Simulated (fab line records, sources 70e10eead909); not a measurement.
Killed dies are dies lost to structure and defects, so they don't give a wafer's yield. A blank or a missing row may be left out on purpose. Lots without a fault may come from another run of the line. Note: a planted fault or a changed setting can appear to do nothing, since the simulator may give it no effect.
Which of the tools did it? || flow nandHarc || 7 lots (21 wafers sampled), 1 step of a 1302-step route

## WHAT THE GAUGES SHOWED, per wafer
NHARC_P_STI_INSPECT_11.
{"lot": "L432", "measured": "day 3 17:08", "on": "defectInspect-01", "rawDefectCount": "6 2 7"}
{"lot": "L437", "measured": "day 5 18:11", "on": "defectInspect-02", "rawDefectCount": "2 4 5"}
{"lot": "L443", "measured": "day 8 08:20", "on": "defectInspect-02", "rawDefectCount": "4 1 5"}
{"lot": "L445", "measured": "day 9 01:14", "on": "defectInspect-02", "rawDefectCount": "9 5 5"}
{"lot": "L449", "measured": "day 10 22:17", "on": "defectInspect-02", "rawDefectCount": "4 9 12"}
{"lot": "L451", "measured": "day 11 13:02", "on": "defectInspect-02", "rawDefectCount": "10 3 4"}
{"lot": "L453", "measured": "day 12 10:44", "on": "defectInspect-01", "rawDefectCount": "6 9 5"}

## TOOL THAT RAN EACH LOT (tool first, then ch and the chambers of the sampled wafers, then the start)
Record: no process step prior to these readings.

## THE ANSWER, worked out from the rows above alone
Rule: the usual values come from the lots themselves. The widest of any qualifying gaps counts: lots, ordered by their means at a reading, are off when they make up no more than a third of the lots, leave a main group of 4 or more, and stand apart from it by 3 or more times the standard deviation of that group's means. A main group whose means are all the same, to the digits that the tables above print for the reading, isn't used. A lot without any number at a reading at which 4 lots or more have one is off too. The other lots that the step has rows for count as sound.
None of the lots is off at any reading shown; this tells nothing.

## WHAT WAS PUT IN BY THE SIMULATOR
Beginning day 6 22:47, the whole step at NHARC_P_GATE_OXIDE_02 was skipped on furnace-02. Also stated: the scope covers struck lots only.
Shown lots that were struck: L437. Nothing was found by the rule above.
